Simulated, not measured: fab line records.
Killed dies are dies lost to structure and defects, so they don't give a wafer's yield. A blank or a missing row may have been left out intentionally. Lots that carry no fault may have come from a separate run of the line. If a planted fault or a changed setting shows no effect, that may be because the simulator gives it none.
One fault seen from 2 desks || flow n5Finfet || what lay behind the numbers comes last; until then each desk has only its own

## FOR THE TOOL OWNER'S DESK: rieDiel-03
The tool's own readings at N5_BEOL_M6_VIA_ETCH_34 (etches SiCOH lowk in C4F6/O2, target depth 126.3 nm, time 50.9 s): means of the sampled wafers that have a number, for each lot that ran on this tool. Marked OUT: a lot whose mean sits more than 4 standard deviations from the usual mean, which makes it out of limits; the brackets give that distance. Readings shown: 7 out of 8 (the first out of limits, and those lying furthest out on some lot).
Columns: A = drypumpMotorCurrentA at N5_BEOL_M6_VIA_ETCH_34, usual 6.0 A; B = oes_f_703_au at N5_BEOL_M6_VIA_ETCH_34, usual 0.78 a.u.; C = oesProductAu at N5_BEOL_M6_VIA_ETCH_34, usual 0.78 a.u.; D = rfFwdPowerW at N5_BEOL_M6_VIA_ETCH_34, usual 340.9 W; E = rfVppV at N5_BEOL_M6_VIA_ETCH_34, usual 669 V; F = runLengthS at N5_BEOL_M6_VIA_ETCH_34, usual 74.5 s; G = throttleValvePct at N5_BEOL_M6_VIA_ETCH_34, usual 20.89 %
{"lot": "L766", "first seen here": "day 10 02:13", "A": 6.0, "B": 0.80, "C": 0.78, "D": 340.3, "E": 660, "F": 74.3, "G": 20.97}
{"lot": "L769", "first seen here": "day 11 00:17", "A": 5.9, "B": 0.82, "C": 0.81, "D": 339.5, "E": 663, "F": 74.9, "G": 21.03}
{"lot": "L767", "first seen here": "day 11 00:40", "A": 6.6, "B": 0.78, "C": 0.77, "D": 341.6, "E": 673, "F": 74.2, "G": 20.59}
{"lot": "L781", "first seen here": "day 13 22:33", "A": 6.2, "B": 0.77, "C": 0.75, "D": 341.9, "E": 668, "F": "76.2 (+4.6) OUT", "G": 20.86}
{"lot": "L782", "first seen here": "day 14 06:36", "A": 6.7, "B": 0.72, "C": 0.70, "D": 341.8, "E": 670, "F": 75.8, "G": 20.62}
{"lot": "L783", "first seen here": "day 14 11:13", "A": 6.3, "B": 0.80, "C": 0.80, "D": 341.7, "E": 669, "F": 75.4, "G": 20.78}
This desk's verdict: out of limits on L781, starting with L781 at day 13 22:33 (runLengthS at N5_BEOL_M6_VIA_ETCH_34). L766, L769, L767, L782, L783: within limits.

## FROM THE METROLOGY DESK
What the gauges read, lot by lot, whatever tool the lot ran on: means of the sampled wafers that have a number. Marked OUT: a lot whose mean sits more than 4 standard deviations from the usual mean, which makes it out of limits; the brackets give that distance.
Columns: A = cdNm at N5_BEOL_M6_CD_MEAS_18, usual 40.0 nm
{"lot": "L766", "first seen here": "day 10 01:27", "A": 40.1}
{"lot": "L769", "first seen here": "day 10 22:35", "A": 39.6}
{"lot": "L767", "first seen here": "day 10 23:51", "A": 40.0}
{"lot": "L771", "first seen here": "day 11 06:29", "A": 40.0}
{"lot": "L780", "first seen here": "day 13 10:40", "A": 40.1}
{"lot": "L781", "first seen here": "day 13 19:19", "A": 40.1}
{"lot": "L782", "first seen here": "day 14 05:35", "A": 39.3}
{"lot": "L783", "first seen here": "day 14 08:22", "A": 39.8}
{"lot": "L784", "first seen here": "day 14 14:58", "A": 39.8}
{"lot": "L785", "first seen here": "day 14 18:18", "A": 40.0}
This desk's finding: nothing out of limits on any of the 10 lots.

## ALL TOGETHER
On L781, at day 13 22:33, an alarm was possible from the tool owner's desk.
From the metrology desk's view, nothing was out of limits.
The metrology desk has L781 on record, within its limits.
All the named lots went through N5_BEOL_M6_VIA_ETCH_34 on rieDiel-03.

## WHAT THE SIMULATOR PUT IN
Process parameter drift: rieDiel-03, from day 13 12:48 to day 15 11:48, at N5_BEOL_M6_VIA_ETCH_34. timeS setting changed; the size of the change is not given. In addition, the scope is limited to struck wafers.
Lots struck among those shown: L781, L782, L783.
Delay in hours, fault start to first out-of-limits reading, by desk: the tool owner's desk at 10.
